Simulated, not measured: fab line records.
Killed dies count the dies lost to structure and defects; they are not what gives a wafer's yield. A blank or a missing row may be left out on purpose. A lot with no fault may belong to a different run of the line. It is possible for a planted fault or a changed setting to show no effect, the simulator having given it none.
What tool caused it? | flow n5-finfet | 24 lots, 72 wafers sampled, at 4 steps of a route of 1938

WHAT EACH GAUGE READ, for each wafer
N5_SDB_OVL_MEAS_12.
lot  | measured    | on         | SDB_OVL (nm)
L074 | day 3 19:12 | overlay-02 | -0.2 -0.9 -0.1
L075 | day 3 21:27 | overlay-01 | 0.9 0.8 1.1
L076 | day 4 07:45 | overlay-02 | -0.4 -0.9 -0.7
L077 | day 4 09:56 | overlay-01 | -0.3 0.6 0.4
L078 | day 4 16:18 | overlay-02 | 0.0 -0.3 0.0
L079 | day 4 23:44 | overlay-02 | -1.3 -1.8 0.3
L080 | day 5 08:32 | overlay-01 | 1.0 0.8 0.0
L081 | day 5 17:24 | overlay-01 | 0.1 0.2 -0.4
L082 | day 5 17:44 | overlay-02 | 0.1 0.2 0.4
L083 | day 6 00:58 | overlay-01 | 0.6 0.5 -0.1
L084 | day 6 02:58 | overlay-01 | 0.4 0.0 0.2
L085 | day 6 10:02 | overlay-02 | -0.9 0.0 0.1
L086 | day 6 17:36 | overlay-01 | 0.8 -0.1 -0.2
L087 | day 6 22:22 | overlay-02 | 0.2 0.0 1.2
L088 | day 7 04:38 | overlay-02 | 0.9 -0.1 -0.4
L089 | day 7 14:02 | overlay-02 | -0.7 0.0 0.2
L090 | day 7 18:29 | overlay-01 | 0.9 0.4 0.3
L091 | day 8 00:22 | overlay-02 | 0.8 0.2 -0.8
L093 | day 8 12:51 | overlay-02 | -0.1 0.1 0.2
L092 | day 8 19:34 | overlay-01 | -0.3 0.7 0.2
L094 | day 8 22:54 | overlay-02 | -1.5 0.9 -0.4
L095 | day 9 02:51 | overlay-02 | -0.2 0.4 0.6
L096 | day 9 06:41 | overlay-01 | 1.4 0.1 0.3
L097 | day 9 13:39 | overlay-02 | -0.9 1.2 -0.7

WHAT TOOL EACH LOT RAN ON (gives the tool, then ch and the chambers of the sampled wafers, and finally the start)
lot  | N5_SD_EPI_P_ETCH_16               | N5_SD_EPI_P_SD_RECESS_17        | N5_SD_ACTIVATION_LSA_01
L074 | rie-diel-06 ch 0,3, day 3 07:44   | rie-si-05 ch 0,1,2, day 3 07:48 | laser-anneal-01 ch 0, day 3 12:02
L075 | rie-diel-01 ch 0,1,2, day 3 10:40 | rie-si-02 ch 0,1, day 3 10:44   | laser-anneal-02 ch 0, day 3 14:01
L076 | rie-diel-01 ch 2,3, day 3 20:16   | rie-si-05 ch 1,3, day 3 20:20   | laser-anneal-01 ch 0, day 4 00:28
L077 | rie-diel-01 ch 0,3, day 3 23:17   | rie-si-02 ch 0,1,3, day 3 23:22 | laser-anneal-02 ch 0, day 4 02:39
L078 | rie-diel-03 ch 1,3, day 4 05:38   | rie-si-03 ch 1,2, day 4 05:42   | laser-anneal-01 ch 0, day 4 09:00
L079 | rie-diel-01 ch 1,2, day 4 13:06   | rie-si-02 ch 2,3, day 4 13:10   | laser-anneal-02 ch 0, day 4 16:26
L080 | rie-diel-03 ch 0,3, day 4 21:41   | rie-si-02 ch 1,2, day 4 21:46   | laser-anneal-01 ch 0, day 5 01:08
L081 | rie-diel-03 ch 0,2, day 5 01:51   | rie-si-05 ch 0,2,3, day 5 01:55 | laser-anneal-02 ch 0, day 5 05:14
L082 | rie-diel-03 ch 2,3, day 5 06:53   | rie-si-05 ch 1,2,3, day 5 06:57 | laser-anneal-01 ch 0, day 5 10:26
L083 | rie-diel-03 ch 0,1, day 5 12:55   | rie-si-02 ch 1,2,3, day 5 12:59 | laser-anneal-02 ch 0, day 5 17:05
L084 | rie-diel-03 ch 0,1,2, day 5 15:58 | rie-si-03 ch 0,1,2, day 5 16:02 | laser-anneal-02 ch 0, day 5 19:25
L085 | rie-diel-06 ch 0,3, day 5 23:03   | rie-si-05 ch 0,1, day 5 23:07   | laser-anneal-02 ch 0, day 6 02:34
L086 | rie-diel-01 ch 0,2,3, day 6 06:50 | rie-si-03 ch 0,1,2, day 6 06:55 | laser-anneal-02 ch 0, day 6 10:17
L087 | rie-diel-06 ch 0,1,2, day 6 11:16 | rie-si-03 ch 0,3, day 6 11:20   | laser-anneal-01 ch 0, day 6 14:40
L088 | rie-diel-03 ch 0,2,3, day 6 17:20 | rie-si-03 ch 0,2,3, day 6 17:25 | laser-anneal-01 ch 0, day 6 20:42
L089 | rie-diel-01 ch 1,2, day 7 02:04   | rie-si-05 ch 2,3, day 7 02:08   | laser-anneal-01 ch 0, day 7 05:34
L090 | rie-diel-01 ch 0,1, day 7 07:35   | rie-si-05 ch 1,2,3, day 7 07:39 | laser-anneal-01 ch 0, day 7 10:56
L091 | rie-diel-01 ch 1,2, day 7 13:44   | rie-si-05 ch 0,2,3, day 7 13:48 | laser-anneal-02 ch 0, day 7 17:08
L093 | rie-diel-06 ch 1,3, day 8 01:23   | rie-si-02 ch 1,2, day 8 01:28   | laser-anneal-01 ch 0, day 8 05:35
L092 | rie-diel-01 ch 0,2,3, day 8 06:15 | rie-si-02 ch 0,1,3, day 8 06:19 | laser-anneal-02 ch 0, day 8 09:44
L094 | rie-diel-03 ch 1,2,3, day 8 09:49 | rie-si-03 ch 1,2, day 8 09:53   | laser-anneal-01 ch 0, day 8 14:08
L095 | rie-diel-06 ch 0,2,3, day 8 13:01 | rie-si-03 ch 2,3, day 8 13:05   | laser-anneal-01 ch 0, day 8 17:38
L096 | rie-diel-06 ch 0,2, day 8 18:16   | rie-si-02 ch 0,1,2, day 8 18:21 | laser-anneal-02 ch 0, day 8 21:48
L097 | rie-diel-03 ch 1,2,3, day 9 01:48 | rie-si-05 ch 0,1,3, day 9 01:52 | laser-anneal-01 ch 0, day 9 05:59
- N5_SD_EPI_P_ETCH_16: etches SiO2 in CHF3/O2, target depth 5 nm.
- N5_SD_EPI_P_SD_RECESS_17: chemistry HBr/Cl2/O2, target depth 39.1 nm, bt time 3 s.
- N5_SD_ACTIVATION_LSA_01: time 0.0008 s.

WHAT THE TOOLS THEMSELVES READ (means of the sampled wafers that have a number; where no wafer has one, the mark that the record gives instead)
N5_SD_EPI_P_ETCH_16.
lot  | tool        | drypump-motor-current-A (A) | oes-product-au (a.u.) | rf-vpp-V (V) | showerhead-plenum-p-Torr (Torr) | throttle-valve-pct (%)
L074 | rie-diel-06 | 6.1                         | 0.80                  | 534          | 2.39                            | 18.93
L075 | rie-diel-01 | 5.4                         | 0.79                  | 516          | 2.46                            | 18.96
L076 | rie-diel-01 | 5.9                         | 0.79                  | 514          | 2.36                            | 18.93
L077 | rie-diel-01 | 5.4                         | 0.78                  | 515          | 2.39                            | 19.11
L078 | rie-diel-03 | 5.5                         | 0.70                  | 518          | 2.48                            | 19.02
L079 | rie-diel-01 | 5.6                         | 0.81                  | 515          | 2.47                            | 18.88
L080 | rie-diel-03 | 6.1                         | 0.69                  | 533          | 2.48                            | 18.84
L081 | rie-diel-03 | 6.5                         | 0.69                  | 537          | 2.44                            | 18.88
L082 | rie-diel-03 | 6.2                         | 0.70                  | 523          | 2.42                            | 19.09
L083 | rie-diel-03 | 6.0                         | 0.88                  | 526          | 2.46                            | 18.65
L084 | rie-diel-03 | 6.3                         | 0.77                  | 529          | 2.44                            | 18.83
L085 | rie-diel-06 | 5.9                         | 0.81                  | 544          | 2.45                            | 18.86
L086 | rie-diel-01 | 5.7                         | 0.78                  | 514          | 2.40                            | 19.04
L087 | rie-diel-06 | 5.5                         | 0.81                  | 521          | 2.36                            | 18.79
L088 | rie-diel-03 | 6.2                         | 0.69                  | 529          | 2.45                            | 19.00
L089 | rie-diel-01 | 5.2                         | 0.75                  | 515          | 2.47                            | 18.87
L090 | rie-diel-01 | 5.0                         | 0.73                  | 517          | 2.46                            | 18.95
L091 | rie-diel-01 | 5.6                         | 0.78                  | 515          | 2.46                            | 18.91
L093 | rie-diel-06 | 5.3                         | 0.75                  | 520          | 2.43                            | 18.88
L092 | rie-diel-01 | 5.7                         | 0.76                  | 514          | 2.39                            | 19.05
L094 | rie-diel-03 | 5.9                         | 0.76                  | 520          | 2.44                            | 18.95
L095 | rie-diel-06 | 5.6                         | 0.82                  | 536          | 2.40                            | 18.76
L096 | rie-diel-06 | 5.8                         | 0.80                  | 528          | 2.33                            | 18.85
L097 | rie-diel-03 | 5.9                         | 0.75                  | 520          | 2.44                            | 18.96

N5_SD_EPI_P_SD_RECESS_17.
lot  | tool      | drypump-motor-current-A (A) | mfc-cl2-sccm (sccm) | oes-product-au (a.u.) | throttle-valve-pct (%)
L074 | rie-si-05 | 5.3                         | 80.06               | 0.998                 | 36.93
L075 | rie-si-02 | 5.2                         | 80.18               | 1.019                 | 36.97
L076 | rie-si-05 | 5.1                         | 80.11               | 0.985                 | 37.04
L077 | rie-si-02 | 5.5                         | 80.18               | 1.005                 | 36.93
L078 | rie-si-03 | 5.9                         | 80.10               | 0.981                 | 37.26
L079 | rie-si-02 | 5.1                         | 79.97               | 0.988                 | 37.04
L080 | rie-si-02 | 5.0                         | 80.32               | 0.992                 | 37.09
L081 | rie-si-05 | 5.0                         | 80.14               | 0.989                 | 37.00
L082 | rie-si-05 | 5.2                         | 79.92               | 0.990                 | 37.00
L083 | rie-si-02 | 5.4                         | 80.17               | 0.992                 | 36.98
L084 | rie-si-03 | 5.7                         | 80.04               | 0.984                 | 37.01
L085 | rie-si-05 | 5.3                         | 79.94               | 0.996                 | 36.65
L086 | rie-si-03 | 5.7                         | 80.18               | 0.988                 | 37.01
L087 | rie-si-03 | 6.1                         | 79.84               | 0.999                 | 36.72
L088 | rie-si-03 | 5.9                         | 79.82               | 0.990                 | 36.85
L089 | rie-si-05 | 5.0                         | 80.01               | 0.982                 | 37.14
L090 | rie-si-05 | 5.3                         | 80.00               | 0.985                 | 37.00
L091 | rie-si-05 | 5.0                         | 80.04               | 0.989                 | 36.99
L093 | rie-si-02 | 5.3                         | 80.17               | 0.993                 | 37.04
L092 | rie-si-02 | 5.5                         | 80.13               | 1.005                 | 36.93
L094 | rie-si-03 | 6.1                         | 80.01               | 0.987                 | 37.27
L095 | rie-si-03 | 6.4                         | 79.70               | 0.999                 | 37.09
L096 | rie-si-02 | 5.2                         | 79.78               | 1.005                 | 37.04
L097 | rie-si-05 | 5.2                         | 79.97               | 0.985                 | 36.86

N5_SD_ACTIVATION_LSA_01.
lot  | tool            | wafer_temp_C_max
L074 | laser-anneal-01 | 1082.7
L075 | laser-anneal-02 | 1088.6
L076 | laser-anneal-01 | 1082.0
L077 | laser-anneal-02 | 1089.4
L078 | laser-anneal-01 | 1082.9
L079 | laser-anneal-02 | 1086.3
L080 | laser-anneal-01 | 1082.8
L081 | laser-anneal-02 | 1087.8
L082 | laser-anneal-01 | 1082.3
L083 | laser-anneal-02 | 1088.2
L084 | laser-anneal-02 | 1087.3
L085 | laser-anneal-02 | 1087.6
L086 | laser-anneal-02 | 1088.6
L087 | laser-anneal-01 | 1083.7
L088 | laser-anneal-01 | 1082.8
L089 | laser-anneal-01 | 1083.4
L090 | laser-anneal-01 | 1082.9
L091 | laser-anneal-02 | 1087.5
L093 | laser-anneal-01 | 1083.2
L092 | laser-anneal-02 | 1088.7
L094 | laser-anneal-01 | 1083.4
L095 | laser-anneal-01 | 1083.0
L096 | laser-anneal-02 | 1087.8
L097 | laser-anneal-01 | 1083.7

THE ANSWER, worked out from the rows above alone
Rule: usual is defined by the lots themselves. The widest of any qualifying gaps counts: lots, ordered by their means at a reading, are off when they make up no more than a third of the lots, leave a main group of 4 or more, and stand apart from it by 3 or more times the standard deviation of that group's means. If all means in a main group match to the digits the tables above print for the reading, that group is not used. Also off: a lot with no number at a reading for which 4 or more lots have one. Any other lot the step has rows for is counted as sound. The gauges are gone through in route order, then the tools' own readings, and for those a lot's mean is taken as printed above. The first step at which some lot is off is used, and at that step the reading that is off furthest; a lot without a number counts as furthest.
None of the lots is off at any reading shown; this tells nothing.

WHAT THE SIMULATOR HAD INSERTED
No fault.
